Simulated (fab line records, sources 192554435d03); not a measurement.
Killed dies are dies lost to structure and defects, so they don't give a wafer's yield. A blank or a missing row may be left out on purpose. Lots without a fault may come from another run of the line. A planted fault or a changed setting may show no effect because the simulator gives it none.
Which tool did it? | flow n5_finfet | 6 lots, 18 wafers sampled, at 2 steps of a route of 1938

WHAT THE GAUGES READ, wafer by wafer
N5_PASSIVATION_OVL_MEAS_63.
lot  | measured     | on         | PAD_OVL (nm)
L760 | day 13 06:53 | overlay-01 | -5 -3 -14
L765 | day 14 08:47 | overlay-01 | -4 -6 -5
L770 | day 16 00:01 | overlay-01 | 4 2 -3
L776 | day 16 15:38 | overlay-02 | 1 -1 -6
L779 | day 18 16:29 | overlay-01 | -3 -3 -1
L782 | day 19 11:04 | overlay-01 | -3 -9 -6

WHICH TOOL RAN EACH LOT (tool, then ch and the chambers of the sampled wafers, then the start)
lot  | N5_BEOL_M11_TRENCH_ETCH_37
L760 | rie_diel-03 ch 0,1,2, day 11 17:20
L765 | rie_diel-04 ch 0,3, day 12 21:59
L770 | rie_diel-03 ch 0,1,3, day 14 04:22
L776 | rie_diel-03 ch 0,3, day 15 05:41
L779 | rie_diel-03 ch 0,1,2, day 16 21:55
L782 | rie_diel-04 ch 0,3, day 17 17:55
- N5_BEOL_M11_TRENCH_ETCH_37: etches SiCOH lowk in C4F6/O2, target depth 148.83 nm, time 48 s.

THE ANSWER, worked out from the rows above alone
Rule: what is usual is taken from the lots themselves. Put in order of their means at a reading, lots are off if they are a third of the lots or fewer, leave a main group of 4 or more, and stand apart from it by a gap of 3 or more times the standard deviation of the main group's means; of several such gaps the widest counts. A main group whose means are all the same, to the digits that the tables above print for the reading, isn't used. A lot without any number at a reading at which 4 lots or more have one is off too. The other lots that the step has rows for count as sound.
No lot is off at any reading shown: from this, nothing can be told.

WHAT THE SIMULATOR HAD PUT IN
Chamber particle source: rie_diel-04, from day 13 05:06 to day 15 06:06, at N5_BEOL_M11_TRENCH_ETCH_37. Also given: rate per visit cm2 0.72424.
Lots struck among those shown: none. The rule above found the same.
